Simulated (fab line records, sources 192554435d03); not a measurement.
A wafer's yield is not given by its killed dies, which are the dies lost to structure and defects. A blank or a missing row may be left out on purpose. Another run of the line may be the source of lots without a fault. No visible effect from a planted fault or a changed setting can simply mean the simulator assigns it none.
fab line records	flow n5_finfet
record lots=24	wafers=72	last_day=17
route steps=1938 shown SD_EPI_N@275 SD_EPI_P@303 ILD0@346 SDB@364
lots untouched by any fault: they come from a run of this same line in which no faults occurred
start_h: the number of hours between the record's first day and the start of the first shown wafer of the lot	wait_h: hours elapsed since this lot's preceding step	" as in the row above	L1.1+2: a row that stands for several wafers	- no value, or no start was given	* or withheld: withheld	< > ~ a bound
route shown NAME@n: NAME is a module with steps in the file, n the number in the route of the first one	usual: mean/standard deviation of fault-free wafers	same: alike in all rows	chamber/n: place in a boat	sites: per-site readings	_std_site: the standard deviation of these	_edge_site: the outer-site mean with the inner-site mean subtracted	radius_mm: for every site, how far away it sits from the centre of the wafer	mask NAME#n: copy n	behind: the last tool/chamber to shape the wafer	hold: why the lot was held/for how many hours/how that ended	device: the transistor (n, p or np) that didn't switch	end of line: tests of these same wafers at the route's end	where a step has no rows: the recipe by itself	killed: at the first sort, the dies lost to defects and structure; wafer yield is something else	map: shows each die of a wafer: x if killed, . if not, _ if none is there
set.NAME: setting as actually run; set.NAME@STEP: the setting as run at that earlier step	model.NAME: the simulator's own value behind a step, which no gauge read
route steps across a sampled set of lots; one table per step, one row per wafer
services: the hour from which a tool's chamber was out of use, counted from the record's first day as start_h (under 0 if before that day), plus the number of hours and why
## steps
# step N5_SD_EPI_N_ETCH_35
# recipe chemistry=N2/H2	target=SOC	overetch_a=1080	mask_material=SiARC	temp_c=40	ion_energy_ev=100	source_w=3000	bias_w=133	pressure_mtorr=20	time_s=486	n2_flow_sccm=200	h2_flow_sccm=200
# usual drypump_motor_current_A=5.9/0.53	n2_flow_sccm=200.0/0.58	oes_product_au=0.77/0.056	rf_vpp_V=241.2/1.4	showerhead_plenum_p_Torr=2.57/0.09	throttle_valve_pct=23.9/0.42
lot.wafer	tool	chamber	start_h	wait_h	drypump_motor_current_A	n2_flow_sccm	oes_product_au	rf_hours_counter_h	rf_vpp_V	showerhead_plenum_p_Torr	throttle_valve_pct
L074.2	rie_diel-06	1	51.01	0.0	5.7	199.0	0.86	10	243.4	2.59	23.8
L074.3	"	2	"	"	5.1	200.1	0.68	127	237.5	2.45	23.8
L074.5	"	0	"	"	6.4	200.3	0.87	-	242.8	2.70	23.2
L075.3	rie_diel-01	3	59.28	0.0	5.5	200.6	0.76	53	242.2	2.57	24.4
L075.4	"	0	"	"	5.3	200.3	0.79	-	240.9	2.58	23.3
L075.6	"	1	"	"	6.0	200.2	0.82	-	239.9	2.47	24.1
L077.1	rie_diel-06	1	67.93	0.0	5.7	200.4	0.84	17	241.0	2.59	23.7
L077.3	"	0	"	"	6.4	199.0	0.84	9	242.3	2.70	23.2
L077.4	"	2	"	"	5.1	200.7	0.67	134	239.2	2.44	23.8
L076.3	rie_diel-03	2	68.98	0.0	5.8	200.2	0.72	118	239.7	2.45	23.6
L076.4	"	0	"	"	5.6	200.9	0.62	235	241.9	2.60	24.0
L076.6	"	1	"	"	6.6	198.9	0.74	-	241.5	2.58	24.6
L078.1	rie_diel-06	3	79.44	0.0	6.8	199.8	0.85	7	242.7	2.71	23.8
L078.3	"	0	"	"	6.4	198.8	0.82	14	241.7	2.70	23.2
L078.5	"	2	"	"	5.1	199.2	0.68	-	238.5	2.44	23.8
L079.1	rie_diel-01	2	83.16	0.0	6.3	200.6	0.86	2	242.1	2.61	24.1
L079.4	"	1	"	"	6.0	200.1	0.82	32	239.2	2.47	24.1
L079.6	"	0	"	"	5.2	199.1	0.79	-	241.3	2.57	23.3
L080.1	rie_diel-03	3	91.10	0.0	5.3	200.3	0.80	36	243.4	2.71	24.4
L080.2	"	1	"	"	6.6	198.9	0.73	84	241.5	2.57	24.6
L080.4	"	2	"	"	5.7	199.7	0.71	127	240.4	2.45	23.6
L081.1	rie_diel-06	1	92.79	0.0	5.7	200.5	0.83	27	241.6	2.59	23.8
L081.2	"	3	"	"	6.8	200.8	0.85	12	242.4	2.71	23.8
L081.3	"	0	"	"	6.4	200.9	0.81	19	242.6	2.70	23.2
L083.3	rie_diel-01	3	104.53	0.0	5.5	200.2	0.75	65	241.3	2.57	24.4
L083.5	"	3	"	"	5.5	200.8	0.75	-	242.0	2.57	24.4
L083.6	"	0	"	"	5.2	200.8	0.77	-	240.5	2.57	23.3
L082.2	rie_diel-06	0	106.70	0.0	6.4	199.4	0.81	24	243.5	2.69	23.2
L082.4	"	1	"	"	5.7	200.0	0.81	32	241.0	2.58	23.8
L082.6	"	2	"	"	5.1	199.9	0.67	-	238.7	2.44	23.8
L084.3	rie_diel-01	0	114.89	0.0	5.3	200.1	0.77	55	242.8	2.57	23.3
L084.4	"	2	"	"	6.3	199.8	0.82	12	240.0	2.60	24.1
L084.5	"	1	"	"	6.0	199.9	0.80	-	239.9	2.46	24.1
L085.3	rie_diel-03	3	118.94	0.0	5.3	200.1	0.78	44	242.2	2.71	24.4
L085.5	"	1	"	"	6.6	200.3	0.72	-	241.7	2.57	24.6
L085.6	"	3	"	"	5.2	201.1	0.79	-	242.8	2.71	24.4
L086.2	rie_diel-03	2	126.00	0.0	5.7	199.6	0.70	139	239.3	2.44	23.6
L086.3	"	3	"	"	5.3	200.1	0.78	47	243.3	2.71	24.4
L086.5	"	2	"	"	5.8	199.7	0.70	-	239.5	2.44	23.6
L087.2	rie_diel-06	0	127.65	0.0	6.4	199.1	0.79	31	243.9	2.69	23.3
L087.3	"	2	"	"	5.1	199.0	0.66	158	240.2	2.43	23.8
L087.4	"	1	"	"	5.7	200.1	0.80	39	242.7	2.58	23.8
L088.3	rie_diel-03	3	135.67	0.0	5.3	200.0	0.78	53	244.0	2.71	24.4
L088.4	"	2	"	"	5.8	201.1	0.70	145	239.6	2.44	23.7
L088.6	"	2	"	"	5.8	200.1	0.70	-	239.5	2.44	23.7
L089.4	rie_diel-01	1	138.76	0.0	6.0	199.8	0.79	54	238.9	2.46	24.1
L089.5	"	1	"	"	6.0	200.4	0.79	-	239.8	2.46	24.1
L089.6	"	2	"	"	6.3	198.8	0.80	-	241.2	2.60	24.1
L090.3	rie_diel-01	3	149.49	0.0	5.5	200.1	0.74	83	242.1	2.56	24.5
L090.4	"	2	"	"	6.3	199.9	0.79	27	240.6	2.60	24.1
L090.5	"	1	"	"	6.0	200.4	0.78	-	240.0	2.46	24.1
L091.1	rie_diel-01	1	152.46	0.0	6.0	199.0	0.78	61	238.5	2.46	24.1
L091.2	"	3	"	"	5.5	200.6	0.73	84	239.7	2.56	24.5
L091.5	"	0	"	"	5.2	199.7	0.75	-	240.2	2.56	23.3
L092.1	rie_diel-01	2	157.20	0.0	6.3	201.1	0.79	29	240.9	2.60	24.1
L092.2	"	1	"	"	6.0	200.0	0.78	63	238.9	2.46	24.1
L092.3	"	0	"	"	5.2	200.2	0.76	72	240.7	2.56	23.3
L093.1	rie_diel-01	3	162.71	0.0	5.6	199.9	0.73	87	241.5	2.56	24.5
L093.2	"	2	"	"	6.3	199.4	0.79	31	241.6	2.60	24.1
L093.3	"	0	"	"	5.3	199.7	0.75	75	241.0	2.56	23.4
L094.2	rie_diel-06	3	170.41	0.0	6.8	200.6	0.80	35	242.5	2.70	23.9
L094.4	"	2	"	"	5.1	198.5	0.65	167	238.5	2.43	23.8
L094.5	"	2	"	"	5.1	199.4	0.65	-	239.5	2.43	23.9
L095.1	rie_diel-01	1	175.94	0.0	6.0	199.8	0.77	70	239.6	2.45	24.1
L095.2	"	3	"	"	5.5	200.0	0.73	92	241.6	2.56	24.5
L095.3	"	2	"	"	6.3	199.8	0.78	35	241.5	2.59	24.1
L096.2	rie_diel-06	1	183.46	0.0	5.7	200.0	0.77	58	242.7	2.57	23.8
L096.3	"	0	"	"	6.5	199.0	0.77	50	243.0	2.68	23.3
L096.4	"	3	"	"	6.8	200.6	0.79	-	242.6	2.69	23.9
L097.1	rie_diel-06	3	189.00	0.0	6.7	200.1	0.78	46	243.2	2.69	23.9
L097.3	"	2	"	"	5.1	199.8	0.65	169	239.0	2.43	23.8
L097.6	"	0	"	"	6.4	199.8	0.76	-	242.3	2.68	23.3
# step N5_SD_EPI_N_STRIP_38
# recipe chemistry=N2/H2	power_w=1000	temp_c=250	h2_frac=0.65	overash_fraction=0.3	pressure_mtorr=withheld	n2_flow_sccm=1750	h2_flow_sccm=3250
# usual drypump_motor_current_A=5.17/0.26	heater_power_w=322/36	n2_flow_sccm=1750/5	oes_product_au=0.763/0.012
# same overash_fraction=0.3
lot.wafer	tool	chamber	start_h	wait_h	drypump_motor_current_A	heater_power_w	n2_flow_sccm	oes_product_au	rf_hours_counter_h
L074.2	plasma_asher-01	1	51.70	0.1	5.03	301	1754	0.755	33
L074.3	"	0	"	"	5.56	358	1754	0.763	-
L074.5	"	1	"	"	5.01	307	1745	0.747	-
L075.3	plasma_asher-02	1	59.99	0.1	4.88	277	1746	0.760	-
L075.4	"	0	"	"	5.32	349	1744	0.762	-
L075.6	"	1	"	"	4.91	279	1755	0.746	-
L077.1	plasma_asher-02	0	68.69	0.1	5.29	363	1753	0.768	81
L077.3	"	0	"	"	5.33	359	1750	0.755	-
L077.4	"	1	"	"	4.87	277	1752	0.762	-
L076.3	plasma_asher-02	0	69.69	0.1	5.33	346	1750	0.782	-
L076.4	"	1	"	"	4.88	270	1747	0.760	-
L076.6	"	0	"	"	5.30	355	1744	0.768	-
L078.1	plasma_asher-02	0	80.13	0.1	5.30	351	1746	0.733	84
L078.3	"	0	"	"	5.28	351	1756	0.757	-
L078.5	"	0	"	"	5.28	351	1738	0.770	-
L079.1	plasma_asher-01	1	83.85	0.1	5.00	303	1751	0.782	40
L079.4	"	1	"	"	4.96	300	1748	0.768	-
L079.6	"	1	"	"	4.97	295	1752	0.767	-
L080.1	plasma_asher-02	0	91.79	0.1	5.29	351	1738	0.748	86
L080.2	"	1	"	"	4.89	277	1750	0.757	86
L080.4	"	0	"	"	5.31	346	1745	0.758	-
L081.1	plasma_asher-02	1	93.48	0.1	4.86	276	1748	0.772	86
L081.2	"	0	"	"	5.26	349	1753	0.772	86
L081.3	"	0	"	"	5.31	348	1741	0.765	-
L083.3	plasma_asher-01	1	105.24	0.1	5.03	298	1752	0.771	-
L083.5	"	0	"	"	5.63	362	1760	0.759	-
L083.6	"	1	"	"	5.02	301	1751	0.786	-
L082.2	plasma_asher-02	0	107.39	0.1	5.28	356	1750	0.765	89
L082.4	"	1	"	"	4.88	275	1748	0.784	-
L082.6	"	0	"	"	5.26	363	1751	0.771	-
L084.3	plasma_asher-02	0	115.61	0.1	5.29	352	1753	0.763	-
L084.4	"	1	"	"	4.88	270	1760	0.766	-
L084.5	"	1	"	"	4.88	281	1753	0.764	-
L085.3	plasma_asher-01	0	119.70	0.1	5.61	359	1753	0.757	-
L085.5	"	0	"	"	5.59	356	1743	0.762	-
L085.6	"	1	"	"	5.00	300	1751	0.737	-
L086.2	plasma_asher-02	0	126.70	0.1	5.26	353	1751	0.783	93
L086.3	"	0	"	"	5.29	359	1747	0.786	-
L086.5	"	1	"	"	4.88	282	1754	0.741	-
L087.2	plasma_asher-02	0	128.34	0.1	5.25	356	1744	0.772	93
L087.3	"	0	"	"	5.34	349	1754	0.761	-
L087.4	"	1	"	"	4.85	272	1749	0.748	-
L088.3	plasma_asher-02	0	136.38	0.1	5.30	354	1750	0.757	-
L088.4	"	1	"	"	4.87	274	1757	0.743	-
L088.6	"	1	"	"	4.86	276	1749	0.771	-
L089.4	plasma_asher-02	1	139.48	0.1	4.88	281	1751	0.776	-
L089.5	"	0	"	"	5.29	347	1750	0.748	-
L089.6	"	1	"	"	4.90	281	1745	0.744	-
L090.3	plasma_asher-01	0	150.20	0.1	5.61	359	1746	0.762	-
L090.4	"	1	"	"	4.99	297	1750	0.787	-
L090.5	"	1	"	"	5.01	295	1758	0.764	-
L091.1	plasma_asher-01	1	153.15	0.1	5.01	298	1763	0.754	54
L091.2	"	0	"	"	5.57	360	1752	0.738	54
L091.5	"	0	"	"	5.59	356	1748	0.742	-
L092.1	plasma_asher-01	1	157.89	0.1	5.00	306	1749	0.780	56
L092.2	"	0	"	"	5.56	356	1765	0.770	56
L092.3	"	0	"	"	5.55	359	1754	0.760	-
L093.1	plasma_asher-02	0	163.40	0.1	5.28	358	1746	0.771	100
L093.2	"	1	"	"	4.90	273	1750	0.756	100
L093.3	"	1	"	"	4.89	276	1745	0.762	-
L094.2	plasma_asher-01	1	171.10	0.1	4.98	299	1758	0.742	58
L094.4	"	1	"	"	4.99	291	1750	0.766	-
L094.5	"	0	"	"	5.57	358	1753	0.771	-
L095.1	plasma_asher-01	0	176.63	0.1	5.58	369	1754	0.762	59
L095.2	"	1	"	"	5.00	302	1743	0.782	59
L095.3	"	1	"	"	5.00	301	1750	0.755	-
L096.2	plasma_asher-01	1	184.15	0.1	5.05	292	1744	0.752	61
L096.3	"	1	"	"	5.02	301	1751	0.757	-
L096.4	"	0	"	"	5.54	358	1750	0.786	-
L097.1	plasma_asher-02	0	189.69	0.1	5.29	344	1745	0.738	105
L097.3	"	1	"	"	4.89	284	1754	0.750	-
L097.6	"	0	"	"	5.29	350	1744	0.760	-
# step N5_SD_EPI_P_CD_MEAS_09
# recipe target_cd_nm=240	landing_energy_ev=500	detector=se_inlens
# usual cd_nm=240.0/0.76
# same landing_energy_ev=500
lot.wafer	tool	chamber	start_h	wait_h	cd_nm
L074.2	cd_sem-02	0	56.39	-	240.3
L074.3	"	0	"	"	241.0
L074.5	"	0	"	"	240.7
L075.3	cd_sem-01	0	63.78	-	240.8
L075.4	"	0	"	"	239.7
L075.6	"	0	"	"	239.9
L077.1	cd_sem-01	0	73.23	-	238.7
L077.3	"	0	"	"	239.4
L077.4	"	0	"	"	239.4
L076.3	cd_sem-01	0	73.74	-	239.1
L076.4	"	0	"	"	240.0
L076.6	"	0	"	"	239.8
L078.1	cd_sem-03	0	83.69	-	239.7
L078.3	"	0	"	"	240.2
L078.5	"	0	"	"	239.2
L079.1	cd_sem-01	0	88.30	-	239.2
L079.4	"	0	"	"	239.0
L079.6	"	0	"	"	239.8
L080.1	cd_sem-02	0	95.66	-	240.0
L080.2	"	0	"	"	240.3
L080.4	"	0	"	"	240.3
L081.1	cd_sem-02	0	98.91	-	240.3
L081.2	"	0	"	"	239.8
L081.3	"	0	"	"	241.0
L083.3	cd_sem-02	0	109.52	-	238.7
L083.5	"	0	"	"	238.7
L083.6	"	0	"	"	239.3
L082.2	cd_sem-02	0	111.56	-	240.7
L082.4	"	0	"	"	240.6
L082.6	"	0	"	"	240.0
L084.3	cd_sem-01	0	119.03	-	241.1
L084.4	"	0	"	"	239.7
L084.5	"	0	"	"	239.7
L085.3	cd_sem-02	0	123.24	-	239.9
L085.5	"	0	"	"	239.4
L085.6	"	0	"	"	240.3
L086.2	cd_sem-01	0	131.00	-	239.8
L086.3	"	0	"	"	240.1
L086.5	"	0	"	"	239.6
L087.2	cd_sem-01	0	131.79	-	240.5
L087.3	"	0	"	"	239.9
L087.4	"	0	"	"	239.7
L088.3	cd_sem-03	0	139.96	-	239.8
L088.4	"	0	"	"	239.3
L088.6	"	0	"	"	239.9
L089.4	cd_sem-03	0	143.03	-	240.4
L089.5	"	0	"	"	240.0
L089.6	"	0	"	"	238.7
L090.3	cd_sem-01	0	155.32	-	240.9
L090.4	"	0	"	"	241.0
L090.5	"	0	"	"	240.1
L091.1	cd_sem-01	0	156.70	-	240.0
L091.2	"	0	"	"	240.6
L091.5	"	0	"	"	239.5
L092.1	cd_sem-02	0	162.52	-	239.9
L092.2	"	0	"	"	240.4
L092.3	"	0	"	"	239.7
L093.1	cd_sem-03	0	166.96	-	242.1
L093.2	"	0	"	"	242.1
L093.3	"	0	"	"	242.2
L094.2	cd_sem-02	0	174.78	-	239.5
L094.4	"	0	"	"	240.3
L094.5	"	0	"	"	239.6
L095.1	cd_sem-01	0	180.07	-	240.9
L095.2	"	0	"	"	241.5
L095.3	"	0	"	"	240.0
L096.2	cd_sem-02	0	188.19	-	239.5
L096.3	"	0	"	"	239.2
L096.4	"	0	"	"	240.0
L097.1	cd_sem-02	0	193.12	-	240.5
L097.3	"	0	"	"	239.2
L097.6	"	0	"	"	240.3
# step N5_SD_EPI_P_OVL_MEAS_10
# recipe points_per_wafer=44
# usual SD_P_BLK_OVL=-0.3/0.8
# same points_per_wafer=44
lot.wafer	tool	chamber	start_h	wait_h	SD_P_BLK_OVL[nm]
L074.2	overlay-01	0	56.42	0.0	0.3
L074.3	"	0	"	"	2.0
L074.5	"	0	"	"	0.5
L075.3	overlay-01	0	63.80	0.0	-0.5
L075.4	"	0	"	"	-1.5
L075.6	"	0	"	"	-1.0
L077.1	overlay-01	0	73.26	0.0	0.3
L077.3	"	0	"	"	0.0
L077.4	"	0	"	"	0.0
L076.3	overlay-01	0	73.76	0.0	-1.8
L076.4	"	0	"	"	0.6
L076.6	"	0	"	"	-0.9
L078.1	overlay-01	0	83.72	0.0	0.1
L078.3	"	0	"	"	0.0
L078.5	"	0	"	"	0.2
L079.1	overlay-02	0	88.33	0.0	-1.0
L079.4	"	0	"	"	-0.4
L079.6	"	0	"	"	-0.5
L080.1	overlay-02	0	95.69	0.0	-0.1
L080.2	"	0	"	"	-0.4
L080.4	"	0	"	"	-0.4
L081.1	overlay-02	0	98.94	0.0	-1.3
L081.2	"	0	"	"	-0.6
L081.3	"	0	"	"	-1.7
L083.3	overlay-02	0	109.55	0.0	-1.3
L083.5	"	0	"	"	-0.1
L083.6	"	0	"	"	-0.3
L082.2	overlay-01	0	111.59	0.0	-1.2
L082.4	"	0	"	"	-2.5
L082.6	"	0	"	"	-0.2
L084.3	overlay-02	0	119.05	0.0	0.7
L084.4	"	0	"	"	-0.2
L084.5	"	0	"	"	0.4
L085.3	overlay-01	0	123.27	0.0	-0.8
L085.5	"	0	"	"	-0.8
L085.6	"	0	"	"	-0.5
L086.2	overlay-01	0	131.03	0.0	-1.8
L086.3	"	0	"	"	-1.8
L086.5	"	0	"	"	-0.8
L087.2	overlay-02	0	131.82	0.0	-0.7
L087.3	"	0	"	"	-0.2
L087.4	"	0	"	"	-1.0
L088.3	overlay-01	0	139.99	0.0	0.5
L088.4	"	0	"	"	-0.1
L088.6	"	0	"	"	0.3
L089.4	overlay-02	0	143.05	0.0	-0.1
L089.5	"	0	"	"	-1.0
L089.6	"	0	"	"	-0.1
L090.3	overlay-02	0	155.35	0.0	1.0
L090.4	"	0	"	"	1.5
L090.5	"	0	"	"	1.3
L091.1	overlay-01	0	156.73	0.0	-1.6
L091.2	"	0	"	"	0.0
L091.5	"	0	"	"	-1.1
L092.1	overlay-01	0	162.55	0.0	0.3
L092.2	"	0	"	"	0.2
L092.3	"	0	"	"	1.3
L093.1	overlay-02	0	166.99	0.0	0.8
L093.2	"	0	"	"	-0.8
L093.3	"	0	"	"	-0.8
L094.2	overlay-02	0	174.81	0.0	0.1
L094.4	"	0	"	"	0.0
L094.5	"	0	"	"	-0.9
L095.1	overlay-01	0	180.10	0.0	-0.3
L095.2	"	0	"	"	-0.6
L095.3	"	0	"	"	0.2
L096.2	overlay-01	0	188.22	0.0	0.7
L096.3	"	0	"	"	-0.4
L096.4	"	0	"	"	-0.3
L097.1	overlay-02	0	193.15	0.0	-0.4
L097.3	"	0	"	"	-0.6
L097.6	"	0	"	"	-0.4
# step N5_ILD0_INSPECT_06
# recipe inspect_instrument=darkfield	mode=post_cmp
# usual raw_defect_count=33/15
lot.wafer	tool	chamber	start_h	wait_h	raw_defect_count
L074.2	defect_inspect-02	-	67.49	0.0	26
L074.3	"	-	"	"	30
L074.5	"	-	"	"	31
L075.3	defect_inspect-02	-	75.95	0.0	26
L075.4	"	-	"	"	38
L075.6	"	-	"	"	46
L076.3	defect_inspect-01	-	85.06	0.0	34
L076.4	"	-	"	"	20
L076.6	"	-	"	"	18
L077.1	defect_inspect-02	-	85.29	0.0	45
L077.3	"	-	"	"	52
L077.4	"	-	"	"	37
L078.1	defect_inspect-01	-	95.27	0.0	31
L078.3	"	-	"	"	30
L078.5	"	-	"	"	47
L079.1	defect_inspect-02	-	99.60	0.0	23
L079.4	"	-	"	"	12
L079.6	"	-	"	"	45
L080.1	defect_inspect-02	-	107.47	0.0	54
L080.2	"	-	"	"	64
L080.4	"	-	"	"	56
L081.1	defect_inspect-02	-	111.21	0.0	48
L081.2	"	-	"	"	32
L081.3	"	-	"	"	37
L083.3	defect_inspect-01	-	121.67	0.0	33
L083.5	"	-	"	"	18
L083.6	"	-	"	"	46
L082.2	defect_inspect-01	-	123.25	0.0	37
L082.4	"	-	"	"	30
L082.6	"	-	"	"	40
L084.3	defect_inspect-02	-	129.92	0.0	27
L084.4	"	-	"	"	32
L084.5	"	-	"	"	73
L085.3	defect_inspect-01	-	135.68	0.0	21
L085.5	"	-	"	"	32
L085.6	"	-	"	"	26
L086.2	defect_inspect-02	-	141.95	0.0	25
L086.3	"	-	"	"	39
L086.5	"	-	"	"	24
L087.2	defect_inspect-01	-	142.88	0.0	48
L087.3	"	-	"	"	45
L087.4	"	-	"	"	21
L088.3	defect_inspect-02	-	151.40	0.0	21
L088.4	"	-	"	"	28
L088.6	"	-	"	"	35
L089.4	defect_inspect-02	-	154.83	0.0	20
L089.5	"	-	"	"	43
L089.6	"	-	"	"	33
L090.3	defect_inspect-02	-	166.61	0.0	31
L090.4	"	-	"	"	44
L090.5	"	-	"	"	30
L091.1	defect_inspect-02	-	167.93	0.0	18
L091.2	"	-	"	"	34
L091.5	"	-	"	"	16
L092.1	defect_inspect-02	-	173.42	0.0	30
L092.2	"	-	"	"	27
L092.3	"	-	"	"	46
L093.1	defect_inspect-02	-	178.89	0.0	37
L093.2	"	-	"	"	33
L093.3	"	-	"	"	22
L094.2	defect_inspect-02	-	185.60	0.0	37
L094.4	"	-	"	"	44
L094.5	"	-	"	"	12
L095.1	defect_inspect-02	-	191.70	0.0	24
L095.2	"	-	"	"	36
L095.3	"	-	"	"	11
L096.2	defect_inspect-02	-	199.15	0.0	32
L096.3	"	-	"	"	84
L096.4	"	-	"	"	29
L097.1	defect_inspect-02	-	204.33	0.0	24
L097.3	"	-	"	"	29
L097.6	"	-	"	"	27
# step N5_SDB_HM_OPEN_20
# recipe chemistry=CH3F/O2	target=SiNx	mask_material=SOC	target_depth_a=240	stop_on=poly-Si	over_etch_frac=0.4	ion_energy_ev=120	pressure_mtorr=30	source_w=395	bias_w=73	Ar_flow_sccm=150	CH3F_flow_sccm=30	O2_flow_sccm=20
# usual drypump_motor_current_A=5.8/0.49	oes_product_au=0.69/0.047	rf_vpp_V=299/5.5	showerhead_plenum_p_Torr=2.02/0.062	throttle_valve_pct=16.39/0.22
lot.wafer	tool	chamber	start_h	wait_h	drypump_motor_current_A	oes_product_au	rf_hours_counter_h	rf_vpp_V	showerhead_plenum_p_Torr	throttle_valve_pct
L074.2	rie_diel-03	1	68.49	0.0	6.6	0.68	76	292	2.02	16.59
L074.3	"	2	"	"	5.8	0.65	118	306	1.95	16.40
L074.5	"	2	"	"	5.8	0.67	-	304	1.95	16.40
L075.3	rie_diel-06	0	77.97	0.0	6.4	0.75	14	297	2.13	15.85
L075.4	"	2	"	"	5.1	0.62	139	293	1.91	16.41
L075.6	"	2	"	"	5.1	0.61	-	294	1.91	16.41
L076.3	rie_diel-06	0	85.77	0.0	6.4	0.74	17	295	2.13	15.86
L076.4	"	2	"	"	5.1	0.61	143	293	1.91	16.41
L076.6	"	1	"	"	5.7	0.75	-	295	2.05	16.26
L077.1	rie_diel-03	1	85.97	0.0	6.6	0.68	83	292	2.02	16.61
L077.3	"	3	"	"	5.3	0.73	34	306	2.14	16.37
L077.4	"	0	"	"	5.5	0.56	243	300	2.06	16.61
L078.1	rie_diel-01	3	96.24	0.0	5.5	0.69	63	300	2.03	16.46
L078.3	"	2	"	"	6.3	0.79	5	307	2.05	16.33
L078.5	"	3	"	"	5.5	0.71	-	302	2.03	16.48
L079.1	rie_diel-03	3	100.43	0.0	5.3	0.72	38	306	2.14	16.38
L079.4	"	0	"	"	5.5	0.57	246	300	2.06	16.63
L079.6	"	2	"	"	5.7	0.66	-	305	1.94	16.43
L080.1	rie_diel-03	2	108.15	0.0	5.7	0.64	132	303	1.94	16.43
L080.2	"	0	"	"	5.5	0.55	248	301	2.06	16.62
L080.4	"	1	"	"	6.6	0.66	90	292	2.01	16.63
L081.1	rie_diel-01	2	112.46	0.0	6.3	0.76	11	309	2.04	16.34
L081.2	"	0	"	"	5.2	0.71	55	301	2.04	16.03
L081.3	"	3	"	"	5.5	0.68	69	301	2.02	16.47
L083.3	rie_diel-03	2	122.37	0.0	5.8	0.64	137	305	1.94	16.42
L083.5	"	1	"	"	6.6	0.65	-	291	2.01	16.66
L083.6	"	2	"	"	5.7	0.65	-	305	1.94	16.43
L082.2	rie_diel-03	2	124.07	0.0	5.7	0.65	138	304	1.94	16.43
L082.4	"	3	"	"	5.2	0.72	-	306	2.13	16.38
L082.6	"	1	"	"	6.6	0.67	-	292	2.01	16.64
L084.3	rie_diel-01	1	130.72	0.0	6.0	0.74	50	291	1.96	16.69
L084.4	"	3	"	"	5.6	0.70	75	299	2.02	16.47
L084.5	"	3	"	"	5.5	0.69	-	300	2.02	16.48
L085.3	rie_diel-01	1	136.92	0.0	6.0	0.71	53	290	1.96	16.66
L085.5	"	3	"	"	5.6	0.69	-	300	2.02	16.50
L085.6	"	0	"	"	5.2	0.72	-	301	2.04	16.06
L086.2	rie_diel-01	2	142.75	0.0	6.3	0.73	23	307	2.04	16.36
L086.3	"	1	"	"	6.0	0.71	56	291	1.96	16.66
L086.5	"	1	"	"	6.0	0.73	-	291	1.96	16.70
L087.2	rie_diel-03	2	143.59	0.0	5.8	0.63	149	302	1.94	16.45
L087.3	"	3	"	"	5.3	0.71	56	306	2.13	16.40
L087.4	"	0	"	"	5.5	0.80	5	300	2.05	16.20
L088.3	rie_diel-01	2	152.07	0.0	6.3	0.73	28	307	2.04	16.39
L088.4	"	3	"	"	5.6	0.69	84	300	2.02	16.50
L088.6	"	2	"	"	6.3	0.74	-	308	2.04	16.38
L089.4	rie_diel-06	2	155.67	0.0	5.1	0.59	161	294	1.90	16.46
L089.5	"	1	"	"	5.7	0.73	-	296	2.05	16.30
L089.6	"	2	"	"	5.1	0.60	-	294	1.90	16.45
L090.3	rie_diel-06	0	167.41	0.0	6.4	0.71	41	297	2.13	15.90
L090.4	"	3	"	"	6.8	0.74	34	300	2.12	16.21
L090.5	"	1	"	"	5.7	0.74	-	296	2.04	16.31
L091.1	rie_diel-01	2	168.83	0.0	6.3	0.71	32	307	2.04	16.36
L091.2	"	0	"	"	5.2	0.68	76	300	2.03	16.07
L091.5	"	1	"	"	6.0	0.72	-	291	1.95	16.68
L092.1	rie_diel-06	0	175.41	0.0	6.4	0.70	44	298	2.12	15.90
L092.2	"	3	"	"	6.8	0.72	38	301	2.12	16.22
L092.3	"	1	"	"	5.7	0.73	52	296	2.04	16.33
L093.1	rie_diel-01	2	180.96	0.0	6.3	0.72	37	308	2.03	16.40
L093.2	"	3	"	"	5.6	0.65	94	300	2.02	16.53
L093.3	"	1	"	"	6.0	0.71	72	292	1.95	16.70
L094.2	rie_diel-01	1	186.28	0.0	6.0	0.69	74	291	1.95	16.71
L094.4	"	2	"	"	6.2	0.71	40	307	2.03	16.40
L094.5	"	0	"	"	5.2	0.69	-	303	2.03	16.09
L095.1	rie_diel-01	2	192.43	0.0	6.2	0.69	43	307	2.03	16.41
L095.2	"	0	"	"	5.2	0.67	88	300	2.03	16.09
L095.3	"	1	"	"	6.0	0.70	77	292	1.95	16.71
L096.2	rie_diel-01	3	199.86	0.0	5.5	0.65	102	301	2.01	16.52
L096.3	"	1	"	"	6.0	0.70	80	291	1.95	16.71
L096.4	"	2	"	"	6.3	0.71	45	307	2.03	16.40
L097.1	rie_diel-01	1	205.23	0.0	6.0	0.68	82	292	1.95	16.72
L097.3	"	3	"	"	5.6	0.65	104	301	2.01	16.54
L097.6	"	2	"	"	6.3	0.69	-	308	2.03	16.41
## services
tool	chamber	start_h	hours	kind
rie_diel-06	0	27.37	-	clean
rie_diel-06	0	27.37	-	consumable_replace:focus_ring
rie_diel-06	0	27.37	-	consumable_replace:showerhead
rie_diel-06	0	27.37	19.8	scheduled_down
rie_diel-06	0	27.37	19.8	vent_cycle
rie_diel-01	3	43.34	2.7	repair
plasma_asher-02	-	45.52	1.4	repair
rie_diel-06	3	47.18	-	clean
rie_diel-06	3	47.18	-	consumable_replace:focus_ring
rie_diel-06	3	47.18	-	consumable_replace:showerhead
rie_diel-06	3	47.18	18.8	scheduled_down
rie_diel-06	3	47.18	18.8	vent_cycle
rie_diel-01	2	50.19	4.4	repair
rie_diel-01	2	54.60	-	clean
rie_diel-01	2	54.60	-	consumable_replace:focus_ring
rie_diel-01	2	54.60	19.1	scheduled_down
rie_diel-01	2	54.60	19.1	vent_cycle
rie_diel-03	1	57.35	3.9	repair
rie_diel-01	-	69.10	10.0	pm
rie_diel-06	-	142.82	4.3	pm
rie_diel-03	1	153.56	4.8	repair
rie_diel-03	-	167.43	14.6	pm
rie_diel-06	-	182.72	0.3	repair
rie_diel-03	-	189.91	1.7	repair
## key
fault none
